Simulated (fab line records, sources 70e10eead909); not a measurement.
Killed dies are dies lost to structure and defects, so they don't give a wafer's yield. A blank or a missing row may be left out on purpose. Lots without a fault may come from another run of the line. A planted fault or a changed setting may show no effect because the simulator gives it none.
Chamber matching | flow nand_harc | NHARC_A_M0_CMP_23 on cmp-03: 4 sister chambers
The step polishes, t overpolish 20 s, target thk 113.75 nm. 8 wafers are shown with their chamber, then 11 later ones without.

WAFERS WITH THEIR CHAMBER
wafer  | chamber | motor_current_A (A) | time_to_endpoint_s (s)
L082.3 | 1       | 11.6                | 26.5
L089.1 | 1       | 11.3                | 29.3
L089.2 | 2       | 12.1                | 31.6
L089.4 | 3       | 11.5                | 28.4
L092.1 | 2       | 12.2                | 32.9
L092.2 | 3       | 11.2                | 29.4
L092.3 | 0       | 13.7                | 30.3
L093.1 | 0       | 12.9                | 29.6

WAFERS WITHOUT THEIR CHAMBER
wafer  | motor_current_A (A) | time_to_endpoint_s (s)
L093.4 | 11.1                | 30.6
L093.5 | 11.0                | 28.8
L094.3 | 11.1                | 29.9
L094.5 | 11.1                | 28.3
L094.6 | 12.8                | 29.5
L095.2 | 11.4                | 29.1
L095.4 | 11.5                | 30.0
L095.6 | 12.1                | 31.5
L097.1 | 11.7                | 28.4
L097.2 | 11.1                | 29.8
L097.6 | 11.8                | 26.8

WHICH CHAMBER EACH WENT THROUGH
wafer  | from the rows above          | in truth
L093.4 | can't be placed: 3 or 1 or 2 | 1
L093.5 | can't be placed: 3 or 1      | 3
L094.3 | can't be placed: 3 or 1      | 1
L094.5 | can't be placed: 3 or 1      | 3
L094.6 | can't be placed: 0 or 2      | 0
L095.2 | can't be placed: 3 or 1      | 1
L095.4 | can't be placed: 3 or 1 or 2 | 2
L095.6 | 2                            | 2
L097.1 | can't be placed: 1 or 3      | 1
L097.2 | can't be placed: 3 or 1      | 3
L097.6 | can't be placed: 1 or 3      | 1
Placed correctly: 1 of 11. Can't be placed from these rows: 10 (the true chamber is among the candidates in 10). Placed wrongly: 0.
How it was worked out, from the rows above alone: a wafer's distance from a chamber is the root of the sum, over the readings, of the square of ((its reading less the chamber's mean) divided by the reading's scatter). The wafer belongs to the nearest chamber; if the next one is less than 2 further off, it can't be placed. A chamber's mean is the mean of its shown wafers. The scatter: the root of (the sum of the squares of (reading less its chamber's mean) over the shown wafers, divided by (wafers less chambers)).
